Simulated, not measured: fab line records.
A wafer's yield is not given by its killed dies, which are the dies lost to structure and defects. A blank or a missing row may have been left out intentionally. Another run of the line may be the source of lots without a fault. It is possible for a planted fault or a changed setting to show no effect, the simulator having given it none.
Split-lot trial ; flow n5 finfet ; route with 1938 steps; 7 lots, 21 wafers read

## ABOUT THE SPLIT
At N5_BEOL_M3_EXPOSE_08 (exposes mask M3), the setting dose mj was moved away from the recipe's 33 on 7 of the 21 wafers read, by -3.0% to +6.0%. This setting was run at the recipe's value on the other wafers.

## FROM THE SPLIT TO THE READING: what the file shows between them, 4 steps
- N5_BEOL_M3_PEB_09: peb time 60 s
- N5_BEOL_M3_DEVELOP_10: develop time 30 s
- N5_BEOL_M3_DESCUM_16: chemistry O2, time 7 s
- N5_BEOL_M3_ETCH_74: etches underlayer in N2/H2, target depth 6.5 nm, time 5.2 s

## THE READING
BEOL_M3.cd offset nm (the simulator's own value, which no gauge read), in nm, at N5_BEOL_M3_ETCH_63 (etches SiARC in CF4, target depth 15.6 nm, time 26 s). There is no usual value for it anywhere in the file. Average 0.1 nm, standard deviation 0.12 nm, over the 14 wafers here run with the recipe.

wafer;tool, chamber at the split;dose mj as run;against the recipe;BEOL_M3.cd offset nm, nm;against lot-mates on the recipe
L078.1;euv scanner-01, 0;34.35;+4.1%;0.8;+0.6
L078.3;euv scanner-01, 0;34.35;+4.1%;1;+0.8
L078.6;euv scanner-01, 0;33;recipe;0.2;-
L083.1;euv scanner-01, 0;33;recipe;0.2;-
L083.6;euv scanner-01, 0;33;recipe;0.2;-
L083.2;euv scanner-01, 0;33;recipe;0;-
L088.4;euv scanner-01, 0;33.77;+2.3%;0.6;+0.4
L088.6;euv scanner-01, 0;33.77;+2.3%;0.6;+0.4
L088.5;euv scanner-01, 0;33;recipe;0.2;-
L089.1;euv scanner-01, 0;33;recipe;0;-
L089.3;euv scanner-01, 0;34.97;+6.0%;1.4;+1.4
L089.5;euv scanner-01, 0;34.97;+6.0%;1.2;+1.2
L093.1;euv scanner-02, 0;33;recipe;0;-
L093.6;euv scanner-02, 0;33;recipe;0;-
L093.3;euv scanner-02, 0;33;recipe;-0.2;-
L094.1;euv scanner-01, 0;32.02;-3.0%;-0.6;-0.7
L094.2;euv scanner-01, 0;33;recipe;0;-
L094.5;euv scanner-01, 0;33;recipe;0.2;-
L096.1;euv scanner-02, 0;33;recipe;0.2;-
L096.2;euv scanner-02, 0;33;recipe;0.2;-
L096.5;euv scanner-02, 0;33;recipe;0;-

FIT RESULTS
A straight line over all 21 wafers: BEOL_M3.cd offset nm changes by +0.207 nm for each +1% of dose mj; r = +0.97; the points scatter about the line by 0.12 nm.
The same after taking each lot's own level away (the mean of its wafers on the recipe; 21 wafers): +0.206 nm for each +1%; r = +0.98; scatter 0.1 nm.
On that fit, the largest move of dose mj shifts the reading by 1.2 nm.
The lots' own levels span -0.07 to 0.20 nm, that is 2.1 times the standard deviation above.
So the lot-to-lot level changes the slope little: the two slopes agree.
Check: with one of the wafers moved furthest among these (+6.0%) left out of the fit, the line predicts +1.13 nm for it against its lot-mates. It came out at +1.4 nm against them.

## OTHER SPLITS ON THESE WAFERS
Before the reading, these wafers also passed through other splits. Each is held against what the fit with the lots' levels taken away leaves over:
other split on the same wafers;wafers away from the commonest value;r with BEOL_M3.cd offset nm (lot level and that fit taken away)
N5_MOL_CONTACT_COAG_ALD_133 ald cycles;4;+0.08
N5_MOL_CONTACT_COAG_VIA_ETCH_117 bias w;9;-0.21
N5_BEOL_M0_SAQP_COAT_69 spin rpm;8;-0.03
N5_BEOL_M0_SAQP_COAT_87 temp c;6;-0.14
N5_BEOL_M0_ETCH_109 bias w;10;+0.01
N5_BEOL_M2_DESCUM_33 time s;6;-0.08
N5_BEOL_M2_TRENCH_ETCH_37 bias w;6;+0.06

## THE WHOLE CHAIN: every reading that the file lists as answering this split, in the file's order
step;what it does;reading;change (the file's fit);r (the file's)
N5_BEOL_M3_ETCH_74;etches underlayer in N2/H2, target depth 6.5 nm, time 5.2 s;BEOL_M3.cd offset nm (the simulator's own value, which no gauge read);+0.212 nm for each +1% of the setting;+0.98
N5_BEOL_M3_ETCH_63;etches SiARC in CF4, target depth 15.6 nm, time 26 s;BEOL_M3.cd offset nm (the simulator's own value, which no gauge read);+0.205 nm for each +1% of the setting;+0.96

## THE FILE'S OWN FIT
BEOL_M3.cd offset nm changes by +0.205 nm for each +1% of dose mj, r = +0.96.
